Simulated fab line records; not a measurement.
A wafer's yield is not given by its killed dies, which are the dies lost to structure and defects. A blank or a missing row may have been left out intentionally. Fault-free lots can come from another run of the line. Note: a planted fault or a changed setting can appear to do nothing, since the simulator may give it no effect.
fab line records | flow n5-finfet
record lots=7 wafers=21
route steps=1938 shown BEOL_M14@1742 MIM_BOT@1833 MIM_TOP@1835 MIM_TOP_LITHO@1843 PASSIVATION@1916
start-h: the number of hours between the record's first day and the start of the first shown wafer of the lot | wait-h: hours since the lot's step before | " identical to the entry in the row above | L1.1+2: a single row standing in for several wafers | - either no value or no given start | * or withheld: withheld | < > ~ a bound
route shown NAME@n: a module of which the file shows steps, and the number in the route of the first | usual: average and standard deviation across the fault-free wafers | same: alike in all rows | chamber/n: place in a boat | sites: the reading at each site | _std_site: the standard deviation of these | _edge_site: the outer-site mean with the inner-site mean subtracted | radius-mm: how far each site lies from the wafer's centre | mask NAME#n: copy n | behind: tool/chamber where the wafer was last shaped | hold: the reason the lot was held/the length of the hold in hours/how it ended | device: the n, p or np transistor that did not switch | end of line: at the end of the route, the tests of the same wafers | where a step has no rows: the recipe by itself | killed: count of dies lost to structure and defects at first sort (not the wafer's yield) | map: per-die view of a wafer (x killed, . not killed, _ where there is no die)
set.NAME: the setting the step ran with; set.NAME@STEP: the setting that earlier step ran with | model.NAME: the simulator's own value behind a step, which no gauge read
lots run with intentionally changed settings; tables by step, rows by wafer
## steps
# step N5_BEOL_M14_EXPOSE_25
# recipe mask-id=M14 na=0.8 source-shape=annular sigma-inner=0.5 sigma-outer=0.8 polarization=unpolarized target-cd-nm=280 dose-mj=26.6
# columns lot.wafer tool chamber start-h wait-h mask set.dose-mj
L075.1+3+4 krf-scanner-02 0 281.96 - M14#0 26.6
L074.1+6 krf-scanner-01 0 283.50 - M14#0 26.6
L074.2 " 0 " " M14#0 27.65
L084.1 krf-scanner-02 0 356.74 - M14#0 26.6
L084.3+5 " 0 " " M14#0 28.58
L088.1+5 krf-scanner-02 0 374.24 - M14#0 26.6
L088.2 " 0 " " M14#0 27.14
L091.1+4+6 krf-scanner-02 0 376.73 - M14#0 26.6
L089.1+6 krf-scanner-02 0 387.65 - M14#0 27.75
L089.2 " 0 " " M14#0 26.6
L095.1+5 krf-scanner-02 0 419.42 - M14#0 26.6
L095.3 " 0 " " M14#0 27.6
# step N5_BEOL_M14_PEB_26
# recipe peb-temp-c=130 peb-time-s=90
# step N5_BEOL_M14_DEVELOP_27
# recipe develop-time-s=45 rinse-liquid=diw dry=air-spin dev-temp-c=21
# step N5_BEOL_M14_HARDBAKE_32
# recipe temp-c=130 time-s=120
# step N5_BEOL_M14_CD_MEAS_28
# recipe target-cd-nm=284.4 landing-energy-ev=500 detector=se-inlens
# usual cd-nm=284.0/1.7
# columns lot.wafer tool chamber start-h wait-h set.dose-mj@BEOL_M14_EXPOSE_25 cd-nm
L075.1 cd-sem-01 0 282.13 - 26.6 286.1
L075.3 " 0 " " 26.6 282.5
L075.4 " 0 " " 26.6 284.3
L074.1 cd-sem-01 0 283.67 - 26.6 283.1
L074.2 " 0 " " 27.65 291.8
L074.6 " 0 " " 26.6 283.2
L084.1 cd-sem-01 0 356.92 - 26.6 283.5
L084.3 " 0 " " 28.58 297.5
L084.5 " 0 " " 28.58 292.9
L088.1 cd-sem-01 0 374.41 - 26.6 280.7
L088.2 " 0 " " 27.14 285.4
L088.5 " 0 " " 26.6 283.5
L091.1 cd-sem-02 0 376.91 - 26.6 287.3
L091.4 " 0 " " 26.6 286.0
L091.6 " 0 " " 26.6 287.6
L089.1 cd-sem-02 0 387.82 - 27.75 290.9
L089.2 " 0 " " 26.6 285.9
L089.6 " 0 " " 27.75 290.6
L095.1 cd-sem-03 0 419.59 - 26.6 286.5
L095.3 " 0 " " 27.6 291.5
L095.5 " 0 " " 26.6 287.4
# step N5_BEOL_M14_DESCUM_33
# recipe chemistry=O2 time-s=7.9 source-power-w=50 bias-power-w=20 pressure-mtorr=20 rf-frequency-hz=2.712e+07 temp-c=40 o2-flow-sccm=225
# columns lot.wafer tool chamber start-h wait-h set.dose-mj@BEOL_M14_EXPOSE_25 model.BEOL_M14.cd-nm
L075.1 rie-diel-04 0 282.22 0.0 26.6 285.8
L075.3 " 2 " " 26.6 282.8
L075.4 " 1 " " 26.6 284
L074.1 rie-diel-02 0 283.76 0.0 26.6 283.4
L074.2 " 1 " " 27.65 291.4
L074.6 " 2 " " 26.6 283
L084.1 rie-diel-02 3 357.41 0.4 26.6 283.8
L084.3 " 2 " " 28.58 297.2
L084.5 " 0 " " 28.58 293.6
L088.1 rie-diel-02 3 374.66 0.2 26.6 280.8
L088.2 " 2 " " 27.14 285.6
L088.5 " 3 " " 26.6 283.6
L091.1 rie-diel-04 2 376.99 0.0 26.6 287.2
L091.4 " 1 " " 26.6 286
L091.6 " 2 " " 26.6 287.4
L089.1 rie-diel-05 0 387.91 0.0 27.75 290.8
L089.2 " 1 " " 26.6 285.8
L089.6 " 0 " " 27.75 291
L095.1 rie-diel-05 0 419.76 0.1 26.6 286.4
L095.3 " 1 " " 27.6 291.6
L095.5 " 0 " " 26.6 287.2
# step N5_BEOL_M14_ETCH_67
# recipe chemistry=CF4 target=SiARC target-depth-a=1430 time-s=238.3 ion-energy-ev=80 pressure-mtorr=40 source-w=545 bias-w=36 Ar_flow_sccm=100 cf4-flow-sccm=100 ends=cleared
# columns lot.wafer tool chamber start-h wait-h set.dose-mj@BEOL_M14_EXPOSE_25 model.BEOL_M14.cd-nm
L075.1 rie-diel-04 0 282.25 0.0 26.6 281.4
L075.3 " 2 " " 26.6 277.6
L075.4 " 1 " " 26.6 279.8
L074.1 rie-diel-02 0 283.80 0.0 26.6 279.2
L074.2 " 1 " " 27.65 287.6
L074.6 " 2 " " 26.6 279.4
L084.1 rie-diel-02 3 357.45 0.0 26.6 278.4
L084.3 " 2 " " 28.58 292.6
L084.5 " 0 " " 28.58 288.2
L088.1 rie-diel-02 3 374.69 0.0 26.6 275.8
L088.2 " 2 " " 27.14 281.6
L088.5 " 3 " " 26.6 278.8
L091.1+6 rie-diel-04 2 377.03 0.0 26.6 282.6
L091.4 " 1 " " 26.6 281
L089.1 rie-diel-05 0 387.94 0.0 27.75 286.4
L089.2 " 1 " " 26.6 281
L089.6 " 0 " " 27.75 286.6
L095.1 rie-diel-05 0 419.79 0.0 26.6 282.2
L095.3 " 1 " " 27.6 287.4
L095.5 " 0 " " 26.6 283
# step N5_MIM_BOT_SPUTTER_00
# recipe material=TiN target-thk-a=350 temp-c=200 power-w=3000 chamber-pressure-pa=0.49996 gas=Ar reactive-partial-pa=0.37997 time-s=89.7
# columns lot.wafer tool chamber start-h wait-h set.chamber-pressure-pa model.TiN_of_MIM_BOT_SPUTTER_00.thk-nm
L075.1+4 pvd-sputter-02 - 300.03 0.0 0.49996 35.4
L075.3 " - " " 0.49996 35.2
L074.1 pvd-sputter-02 - 305.74 0.0 0.4766 35.6
L074.2 " - " " 0.4766 35.2
L074.6 " - " " 0.4766 35
L084.1 pvd-sputter-02 - 373.58 0.0 0.49996 35.2
L084.3+5 " - " " 0.49996 34.8
L088.1+5 pvd-sputter-03 - 394.36 0.0 0.5589 34.8
L088.2 " - " " 0.5589 34.6
L091.1+6 pvd-sputter-02 - 396.90 0.0 0.4305 36
L091.4 " - " " 0.4305 36.4
L089.1+6 pvd-sputter-02 - 405.26 0.0 0.49996 35
L089.2 " - " " 0.49996 35.6
L095.1 pvd-sputter-01 - 430.93 0.0 0.5493 34.2
L095.3 " - " " 0.5493 34.8
L095.5 " - " " 0.5493 34.4
# step N5_MIM_TOP_ALD_01
# recipe material=HfO2 target-thk-a=56 temp-c=withheld ald-precursor-family=Hf-amide ald-co-reactant=O3 pulse-time-s=1 purge-time-s=3 co-reactant-purge-time-s=2 co-reactant-pulse-time-s=3 ald-cycles=62
# columns lot.wafer tool chamber start-h wait-h set.ald-cycles model.HfO2_of_MIM_TOP_ALD_01.thk-nm
L075.1+3+4 ald-hk-01 3,2,1 - - 62 5.6
L074.1+2+6 ald-hk-03 0,3,1 - - 62 5.6
L084.1+5 ald-hk-02 3,2 - - 62 5.6
L084.3 " 0 " " 55 5
L088.1+2 ald-hk-03 0,1 - - 62 5.6
L088.5 " 2 " " 52 4.6
L091.1 ald-hk-01 1 - - 62 5.6
L091.4+6 " 3 " " 57 5.2
L089.1+2 ald-hk-03 2,3 - - 68 6.2
L089.6 " 3 " " 62 5.6
L095.1+5 ald-hk-03 1,0 - - 66 6
L095.3 " 0 " " 62 5.6
# step N5_MIM_TOP_LITHO_EXPOSE_05
# recipe mask-id=MIM_TOP na=0.55 source-shape=conventional sigma-outer=0.8 polarization=unpolarized target-cd-nm=2000 dose-mj=20.5
# columns lot.wafer tool chamber start-h wait-h mask set.dose-mj
L075.1+3+4 krf-scanner-02 0 301.27 - MIM_TOP#0 20.5
L074.1+2+6 krf-scanner-02 0 307.05 - MIM_TOP#0 20.5
L084.1+3 krf-scanner-01 0 374.39 - MIM_TOP#0 20.5
L084.5 " 0 " " MIM_TOP#0 21.7
L088.1 krf-scanner-02 0 395.66 - MIM_TOP#0 20.95
L088.2+5 " 0 " " MIM_TOP#0 20.5
L091.1 krf-scanner-01 0 398.22 - MIM_TOP#0 19.78
L091.4+6 " 0 " " MIM_TOP#0 20.5
L089.1+2 krf-scanner-02 0 406.33 - MIM_TOP#0 21.45
L089.6 " 0 " " MIM_TOP#0 20.5
L095.1+3 krf-scanner-02 0 432.01 - MIM_TOP#0 20.5
L095.5 " 0 " " MIM_TOP#0 19.69
# step N5_MIM_TOP_LITHO_PEB_06
# recipe peb-temp-c=withheld peb-time-s=*
# columns lot.wafer tool chamber start-h wait-h set.peb-time-s
L075.1+3+4 litho-track-04 0 301.33 0.1 *
L074.1 litho-track-03 0 307.11 0.1 *
L074.2+6 " 0 " " *
L084.1+3+5 litho-track-03 0 374.45 0.1 *
L088.1+2 litho-track-02 0 395.71 0.1 *
L088.5 " 0 " " *
L091.1+4+6 litho-track-03 0 398.27 0.1 *
L089.1+2+6 litho-track-03 0 406.39 0.1 *
L095.1+5 litho-track-04 0 432.06 0.1 *
L095.3 " 0 " " *
# step N5_MIM_TOP_LITHO_DEVELOP_07
# recipe develop-time-s=60 rinse-liquid=diw dry=air-spin dev-temp-c=21
# step N5_MIM_TOP_LITHO_HARDBAKE_09
# recipe temp-c=130 time-s=120
# step N5_MIM_TOP_LITHO_CD_MEAS_08
# recipe target-cd-nm=2000 landing-energy-ev=500 detector=se-inlens
# usual cd-nm=2001.1/1.8
# columns lot.wafer tool chamber start-h wait-h set.dose-mj@MIM_TOP_LITHO_EXPOSE_05 set.peb-time-s@MIM_TOP_LITHO_PEB_06 cd-nm
L075.1 cd-sem-03 0 301.45 - 20.5 * 2000.1
L075.3 " 0 " " 20.5 * 2002.2
L075.4 " 0 " " 20.5 * 1999.6
L074.1 cd-sem-01 0 307.23 - 20.5 * 1996.4
L074.2 " 0 " " 20.5 * 2002.3
L074.6 " 0 " " 20.5 * 2002.2
L084.1 cd-sem-02 0 374.56 - 20.5 * 2000.9
L084.3 " 0 " " 20.5 * 2002.7
L084.5 " 0 " " 21.7 * 1989.3
L088.1 cd-sem-02 0 395.83 - 20.95 * 1997.6
L088.2 " 0 " " 20.5 * 2003.8
L088.5 " 0 " " 20.5 * 2004.9
L091.1 cd-sem-03 0 398.39 - 19.78 * 2005.1
L091.4 " 0 " " 20.5 * 1998.3
L091.6 " 0 " " 20.5 * 2000.1
L089.1 cd-sem-01 0 406.51 - 21.45 * 1990.3
L089.2 " 0 " " 21.45 * 1991.5
L089.6 " 0 " " 20.5 * 2000.0
L095.1 cd-sem-01 0 432.18 - 20.5 * 2001.6
L095.3 " 0 " " 20.5 * 2003.0
L095.5 " 0 " " 19.69 * 2007.7
# step N5_PASSIVATION_PECVD_35
# recipe material=SiNx target-thk-a=7000 temp-c=400 precursor=SiH4/NH3/N2 pressure-torr=4.9 rf-w=1406 time-s=151.3
# columns lot.wafer tool chamber start-h wait-h set.time-s model.SiNx_of_PASSIVATION_PECVD_35.thk-nm
L075.1 pecvd-01 1 307.75 0.1 151.3 685.6
L075.3 " 0 " " 151.3 690.6
L075.4 " 0 " " 151.3 695.2
L074.1 pecvd-01 1 313.16 0.1 151.3 677.4
L074.2 " 2 " " 151.3 687.8
L074.6 " 2 " " 162.9 751.8
L084.1+3 pecvd-02 1,2 385.90 0.1 151.3 689.4
L084.5 " 0 " " 151.3 707.6
L088.1 pecvd-02 0 403.61 0.1 134.2 623.8
L088.2 " 2 " " 151.3 708.8
L088.5 " 1 " " 134.2 632.8
L091.1 pecvd-04 0 405.39 0.1 135.1 610.4
L091.4 " 0 " " 135.1 620.4
L091.6 " 0 " " 151.3 692
L089.1 pecvd-04 2 414.46 0.1 151.3 698.6
L089.2 " 1 " " 151.3 683
L089.6 " 0 " " 163.5 766
L095.1 pecvd-02 0 439.98 0.1 151.3 699.6
L095.3 " 1 " " 151.3 692.6
L095.5 " 1 " " 151.3 704.2
## key
split step=N5_BEOL_M14_EXPOSE_25 setting=dose-mj stated=26.6 by=wafer
response step=N5_BEOL_M14_CD_MEAS_28 reading=cd-nm change=+1.53 per=1% r=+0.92
response step=N5_BEOL_M14_DESCUM_33 reading=model.BEOL_M14.cd-nm change=+1.54 per=1% r=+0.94
response step=N5_BEOL_M14_ETCH_67 reading=model.BEOL_M14.cd-nm change=+1.6 per=1% r=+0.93
split step=N5_MIM_BOT_SPUTTER_00 setting=chamber-pressure-pa stated=0.49996 by=lot
response step=N5_MIM_BOT_SPUTTER_00 reading=model.TiN_of_MIM_BOT_SPUTTER_00.thk-nm change=-0.0575 per=1% r=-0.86
split step=N5_MIM_TOP_ALD_01 setting=ald-cycles stated=62 by=wafer
response step=N5_MIM_TOP_ALD_01 reading=model.HfO2_of_MIM_TOP_ALD_01.thk-nm change=+0.0587 per=1% r=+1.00
split step=N5_MIM_TOP_LITHO_EXPOSE_05 setting=dose-mj stated=20.5 by=wafer
response step=N5_MIM_TOP_LITHO_CD_MEAS_08 reading=cd-nm change=-1.95 per=1% r=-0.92
split step=N5_MIM_TOP_LITHO_PEB_06 setting=peb-time-s stated=* by=wafer
response step=N5_MIM_TOP_LITHO_CD_MEAS_08 reading=cd-nm slope=-0.244 per=1% together-with=dose-mj@MIM_TOP_LITHO_EXPOSE_05 explained=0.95
split step=N5_PASSIVATION_PECVD_35 setting=time-s stated=151.3 by=wafer
response step=N5_PASSIVATION_PECVD_35 reading=model.SiNx_of_PASSIVATION_PECVD_35.thk-nm change=+7.83 per=1% r=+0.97
